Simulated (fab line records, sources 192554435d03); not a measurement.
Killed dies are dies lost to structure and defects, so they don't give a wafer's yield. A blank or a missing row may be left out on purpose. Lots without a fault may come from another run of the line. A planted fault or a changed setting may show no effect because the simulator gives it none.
Which tool did it? | flow n5_finfet | 24 lots, 72 wafers sampled, at 5 steps of a route of 1938

WHAT THE GAUGES READ, wafer by wafer
N5_MOL_CONTACT_COAG_OVL_MEAS_09. Usual: CA_OVL -0.2 nm, standard deviation 0.6.
lot  | measured     | on         | CA_OVL (nm)    | flag
L074 | day 4 16:48  | overlay-02 | -0.6 -0.2 -0.7 |
L075 | day 4 21:23  | overlay-02 | 0.0 -0.5 -0.1  |
L076 | day 5 02:51  | overlay-01 | -0.9 -0.8 0.4  |
L077 | day 5 10:20  | overlay-01 | -0.3 0.0 0.0   |
L078 | day 5 18:01  | overlay-02 | 0.0 0.3 -0.6   |
L079 | day 5 21:27  | overlay-02 | 0.6 1.2 0.9    |
L080 | day 6 03:23  | overlay-01 | -0.8 0.4 -0.9  |
L081 | day 6 11:28  | overlay-02 | 0.5 0.5 0.0    |
L082 | day 6 13:32  | overlay-01 | 0.6 -1.4 -1.0  |
L083 | day 6 21:02  | overlay-01 | -0.4 -1.7 -0.9 |
L084 | day 7 03:29  | overlay-02 | 0.2 -0.1 -0.7  |
L085 | day 7 11:01  | overlay-02 | -0.3 0.7 -0.4  |
L086 | day 7 17:09  | overlay-01 | 0.1 0.9 0.0    |
L087 | day 7 21:06  | overlay-02 | -1.0 -0.8 -0.4 |
L088 | day 8 04:05  | overlay-01 | -1.1 -1.0 0.4  |
L090 | day 8 12:26  | overlay-02 | -0.4 -1.6 -0.8 |
L091 | day 8 19:55  | overlay-01 | -0.5 -0.8 -0.9 |
L089 | day 8 20:19  | overlay-01 | 0.9 0.2 0.9    |
L092 | day 9 04:35  | overlay-01 | 0.1 0.5 0.5    |
L093 | day 9 10:04  | overlay-01 | -0.2 -0.5 0.1  |
L094 | day 9 14:37  | overlay-01 | 0.2 -0.1 0.3   |
L095 | day 9 20:17  | overlay-01 | -0.4 0.9 -0.5  |
L096 | day 10 03:27 | overlay-01 | -0.2 0.3 -0.8  |
L097 | day 10 09:43 | overlay-01 | -0.6 -0.8 0.2  |

N5_MOL_CONTACT_COAG_INSPECT_10: inspects for defects (brightfield). Usual: raw_defect_count 66, standard deviation 26.
lot  | measured     | on                | raw_defect_count | flag
L074 | day 4 16:51  | defect_inspect-02 | 170 97 140       |
L075 | day 4 21:26  | defect_inspect-02 | 45 45 59         |
L076 | day 5 02:54  | defect_inspect-02 | 41 64 62         |
L077 | day 5 10:24  | defect_inspect-02 | 60 106 57        |
L078 | day 5 18:04  | defect_inspect-02 | 76 60 70         |
L079 | day 5 21:30  | defect_inspect-02 | 56 48 48         |
L080 | day 6 03:27  | defect_inspect-01 | 65 58 80         |
L081 | day 6 11:31  | defect_inspect-01 | 50 48 80         |
L082 | day 6 13:35  | defect_inspect-02 | 69 82 36         |
L083 | day 6 21:04  | defect_inspect-01 | 54 65 55         |
L084 | day 7 03:32  | defect_inspect-02 | 66 70 60         |
L085 | day 7 11:05  | defect_inspect-02 | 67 67 57         |
L086 | day 7 17:13  | defect_inspect-01 | 47 20 62         |
L087 | day 7 21:09  | defect_inspect-01 | 46 63 41         |
L088 | day 8 04:08  | defect_inspect-02 | 98 100 77        |
L090 | day 8 12:30  | defect_inspect-02 | 97 114 104       |
L091 | day 8 19:58  | defect_inspect-02 | 31 58 108        |
L089 | day 8 20:23  | defect_inspect-02 | 40 47 56         |
L092 | day 9 04:39  | defect_inspect-01 | 50 54 77         |
L093 | day 9 10:08  | defect_inspect-02 | 57 42 105        |
L094 | day 9 14:40  | defect_inspect-02 | 57 77 76         |
L095 | day 9 20:20  | defect_inspect-01 | 50 55 74         |
L096 | day 10 03:30 | defect_inspect-02 | 61 59 135        |
L097 | day 10 09:46 | defect_inspect-02 | 36 55 46         |

N5_MOL_CONTACT_COAG_CD_MEAS_40: target cd 25.1 nm. Usual: cd_nm 25.26 nm, standard deviation 0.26.
lot  | measured     | on        | cd_nm (nm)        | flag
L074 | day 5 04:31  | cd_sem-03 | 25.12 25.22 25.28 |
L075 | day 5 07:52  | cd_sem-02 | 25.45 25.42 25.42 |
L076 | day 5 14:16  | cd_sem-02 | 25.44 25.49 25.17 |
L077 | day 5 20:05  | cd_sem-02 | 25.26 25.26 25.66 |
L078 | day 6 06:20  | cd_sem-02 | 25.27 25.28 25.02 |
L079 | day 6 09:26  | cd_sem-02 | 25.01 25.48 25.10 |
L080 | day 6 13:02  | cd_sem-02 | 25.52 25.01 25.25 |
L081 | day 6 22:32  | cd_sem-02 | 25.39 25.25 25.32 |
L082 | day 7 02:10  | cd_sem-02 | 25.67 25.26 24.99 |
L083 | day 7 06:02  | cd_sem-02 | 25.02 24.89 24.66 |
L084 | day 7 13:53  | cd_sem-02 | 25.67 25.11 24.69 |
L085 | day 7 23:29  | cd_sem-03 | 25.24 25.10 25.42 |
L086 | day 8 04:57  | cd_sem-02 | 25.32 25.28 25.22 |
L087 | day 8 09:14  | cd_sem-02 | 25.38 25.22 25.16 |
L088 | day 8 17:39  | cd_sem-02 | 25.40 25.33 25.62 |
L090 | day 8 22:31  | cd_sem-02 | 25.06 25.35 25.02 |
L091 | day 9 06:29  | cd_sem-02 | 24.93 24.84 24.92 |
L089 | day 9 07:08  | cd_sem-01 | 25.24 25.48 25.39 |
L092 | day 9 17:02  | cd_sem-02 | 25.29 25.30 25.28 |
L093 | day 9 23:15  | cd_sem-01 | 25.28 24.93 25.44 |
L094 | day 10 03:07 | cd_sem-02 | 24.94 25.05 25.09 |
L095 | day 10 07:08 | cd_sem-02 | 25.42 25.31 25.19 |
L096 | day 10 14:37 | cd_sem-01 | 25.43 25.54 25.33 |
L097 | day 10 20:10 | cd_sem-03 | 25.18 25.40 25.18 |

WHICH TOOL RAN EACH LOT (tool, then ch and the chambers of the sampled wafers, then the start)
lot  | N5_GATE_CUT_CMP_61            | N5_MOL_CONTACT_COAG_ALD_27
L074 | cmp-03 ch 0,2,3, day 4 16:06  | ald_sin-04 ch 0,1,2, day 5 00:08
L075 | cmp-04 ch 0,3, day 4 20:49    | ald_sin-04 ch 0,1,2, day 5 03:34
L076 | cmp-04 ch 0,1, day 5 02:10    | ald_sin-01 ch 1,2,3, day 5 09:35
L077 | cmp-02 ch 0,1, day 5 09:49    | ald_sin-01 ch 0,2,3, day 5 15:43
L078 | cmp-02 ch 0,2, day 5 17:27    | ald_sin-01 ch 0,1, day 6 02:03
L079 | cmp-04 ch 0,1, day 5 20:46    | ald_sin-03 ch 0,1,2, day 6 05:22
L080 | cmp-04 ch 0,2,3, day 6 02:43  | ald_sin-03 ch 0,2, day 6 08:42
L081 | cmp-04 ch 0,1, day 6 10:53    | ald_sin-03 ch 0,2, day 6 17:49
L082 | cmp-04 ch 1,2,3, day 6 12:58  | ald_sin-04 ch 0,1,2, day 6 22:10
L083 | cmp-04 ch 0,1,3, day 6 20:32  | ald_sin-01 ch 1,2, day 7 02:03
L084 | cmp-02 ch 0,2,3, day 7 02:49  | ald_sin-01 ch 1,3, day 7 09:16
L085 | cmp-03 ch 1,2,3, day 7 10:20  | ald_sin-03 ch 0,3, day 7 19:15
L086 | cmp-04 ch 0,2,3, day 7 16:35  | ald_sin-01 ch 0,1,2, day 8 00:26
L087 | cmp-03 ch 0,2,3, day 7 20:25  | ald_sin-04 ch 0,3, day 8 04:52
L088 | cmp-02 ch 0,1,3, day 8 03:26  | ald_sin-03 ch 1,2,3, day 8 11:54
L090 | cmp-02 ch 1,2, day 8 11:46    | ald_sin-01 ch 0,2, day 8 18:04
L091 | cmp-04 ch 0,1,3, day 8 19:21  | ald_sin-04 ch 1,2,3, day 9 02:03
L089 | cmp-03 ch 0,2, day 8 19:38    | ald_sin-03 ch 1,2, day 9 03:07
L092 | cmp-04 ch 0,2, day 9 04:02    | ald_sin-03 ch 0,3, day 9 13:01
L093 | cmp-03 ch 0,1,2, day 9 09:29  | ald_sin-01 ch 2,3, day 9 17:41
L094 | cmp-04 ch 0,1,2, day 9 13:54  | ald_sin-01 ch 1,2,3, day 9 22:20
L095 | cmp-02 ch 0,1,3, day 9 19:35  | ald_sin-04 ch 0,1,3, day 10 03:01
L096 | cmp-04 ch 0,1,2, day 10 02:53 | ald_sin-01 ch 1,2,3, day 10 10:23
L097 | cmp-02 ch 0,1,2, day 10 09:13 | ald_sin-04 ch 2,3, day 10 16:11
- N5_GATE_CUT_CMP_61: polishes, stops on SiNx, t overpolish 3 s.
- N5_MOL_CONTACT_COAG_ALD_27: deposits SiOC, target thk 17 nm, pulse time 1.5 s, time 2720 s.

WHAT THE TOOLS THEMSELVES READ (means of the sampled wafers that have a number; where no wafer has one, the mark that the record gives instead)
N5_GATE_CUT_CMP_61. Usual: head_pressure_psi 3.999 psi, standard deviation 0.0084; motor_current_A 11.9 A, standard deviation 1.2.
lot  | tool   | head_pressure_psi (psi) | motor_current_A (A) | flag
L074 | cmp-03 | 4.000                   | 11.4                |
L075 | cmp-04 | 4.001                   | 13.7                |
L076 | cmp-04 | 4.000                   | 11.8                |
L077 | cmp-02 | 3.996                   | 10.5                |
L078 | cmp-02 | 4.006                   | 11.5                |
L079 | cmp-04 | 3.998                   | 12.3                |
L080 | cmp-04 | 4.000                   | 12.6                |
L081 | cmp-04 | 4.002                   | 11.9                |
L082 | cmp-04 | 4.003                   | 12.5                |
L083 | cmp-04 | 4.003                   | 12.6                |
L084 | cmp-02 | 3.997                   | 12.3                |
L085 | cmp-03 | 3.996                   | 11.6                |
L086 | cmp-04 | 3.998                   | 12.8                |
L087 | cmp-03 | 4.005                   | 11.4                |
L088 | cmp-02 | 3.999                   | 11.5                |
L090 | cmp-02 | 4.011                   | 10.1                |
L091 | cmp-04 | 4.001                   | 12.8                |
L089 | cmp-03 | 4.006                   | 10.8                |
L092 | cmp-04 | 4.001                   | 11.4                |
L093 | cmp-03 | 4.003                   | 11.3                |
L094 | cmp-04 | 4.001                   | 11.8                |
L095 | cmp-02 | 4.004                   | 11.6                |
L096 | cmp-04 | 3.994                   | 11.9                |
L097 | cmp-02 | 3.997                   | 11.1                |

N5_MOL_CONTACT_COAG_ALD_27. Usual: heater_power_w 837 W, standard deviation 110; precursor_pulse_height_rel 1.000, standard deviation 0.021.
lot  | tool       | heater_power_w (W) | precursor_pulse_height_rel | flag
L074 | ald_sin-04 | 830                | 0.993                      |
L075 | ald_sin-04 | 821                | 0.999                      |
L076 | ald_sin-01 | 738                | 0.988                      |
L077 | ald_sin-01 | 771                | 1.003                      |
L078 | ald_sin-01 | 863                | 1.002                      |
L079 | ald_sin-03 | 944                | 1.008                      |
L080 | ald_sin-03 | 943                | 1.009                      |
L081 | ald_sin-03 | 1001               | 1.024                      |
L082 | ald_sin-04 | 820                | 0.974                      |
L083 | ald_sin-01 | 724                | 1.013                      |
L084 | ald_sin-01 | 788                | 1.010                      |
L085 | ald_sin-03 | 1013               | 0.993                      |
L086 | ald_sin-01 | 785                | 0.983                      |
L087 | ald_sin-04 | 823                | 0.987                      |
L088 | ald_sin-03 | 929                | 1.002                      |
L090 | ald_sin-01 | 748                | 0.990                      |
L091 | ald_sin-04 | 769                | 1.006                      |
L089 | ald_sin-03 | 913                | 1.004                      |
L092 | ald_sin-03 | 1013               | 0.980                      |
L093 | ald_sin-01 | 721                | 0.998                      |
L094 | ald_sin-01 | 736                | 0.995                      |
L095 | ald_sin-04 | 785                | 1.008                      |
L096 | ald_sin-01 | 753                | 0.986                      |
L097 | ald_sin-04 | 860                | 0.986                      |

THE ANSWER, worked out from the rows above alone
Rule: a lot is off if the mean of its wafers that have a number lies more than 3 standard deviations from the usual mean. A lot without any number at a reading at which 4 lots or more have one is off too. The other lots that the step has rows for count as sound. The gauges are gone through in route order, then the tools' own readings, and for those a lot's mean is taken as printed above. The first step at which some lot is off is used, and at that step the reading that is off furthest; a lot without a number counts as furthest.
No lot is off at any reading shown: from this, nothing can be told.

WHAT THE SIMULATOR HAD PUT IN
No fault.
